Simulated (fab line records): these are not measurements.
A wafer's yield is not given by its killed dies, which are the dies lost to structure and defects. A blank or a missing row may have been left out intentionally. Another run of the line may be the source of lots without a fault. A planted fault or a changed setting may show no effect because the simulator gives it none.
Which of the tools did it? | flow n5_finfet | 30 wafers sampled from 10 lots at 1 step of a route of 1938

== WHAT THE GAUGES READ, wafer by wafer ==
N5_BEOL_M0_SAQP_THK_MEAS_05.
lot  | measured     | on            | thk_nm (nm)
L076 | day 6 01:26  | film_metro-02 | 60.3 60.4 61.7
L078 | day 6 10:24  | film_metro-01 | 59.5 59.9 60.0
L080 | day 6 22:08  | film_metro-02 | 61.1 59.8 61.7
L082 | day 7 15:58  | film_metro-01 | 57.7 58.3 59.0
L084 | day 8 05:01  | film_metro-02 | 58.3 59.1 60.4
L087 | day 8 14:39  | film_metro-01 | 59.6 58.6 59.1
L089 | day 9 05:19  | film_metro-01 | 57.3 57.2 58.1
L092 | day 9 20:08  | film_metro-01 | 60.9 59.2 60.6
L094 | day 10 11:31 | film_metro-01 | 59.2 60.4 61.6
L096 | day 11 00:32 | film_metro-02 | 59.7 59.7 59.1

== WHICH TOOL RAN EACH LOT (tool, then ch and the chambers of the sampled wafers, then the start) ==
The record shows no process step preceding these readings.

== THE ANSWER, worked out from the rows above alone ==
Rule: what is usual is taken from the lots themselves. Put in order of their means at a reading, lots are off if they are a third of the lots or fewer, leave a main group of 4 or more, and stand apart from it by a gap of 3 or more times the standard deviation of the main group's means; of several such gaps the widest counts. A main group is skipped when, at the precision printed for the reading in the tables above, its means are all equal. Also off: a lot with no number at a reading for which 4 or more lots have one. All remaining lots with rows at the step are treated as sound.
No lot is off at any reading shown: from this, nothing can be told.

== WHAT WAS PUT IN BY THE SIMULATOR ==
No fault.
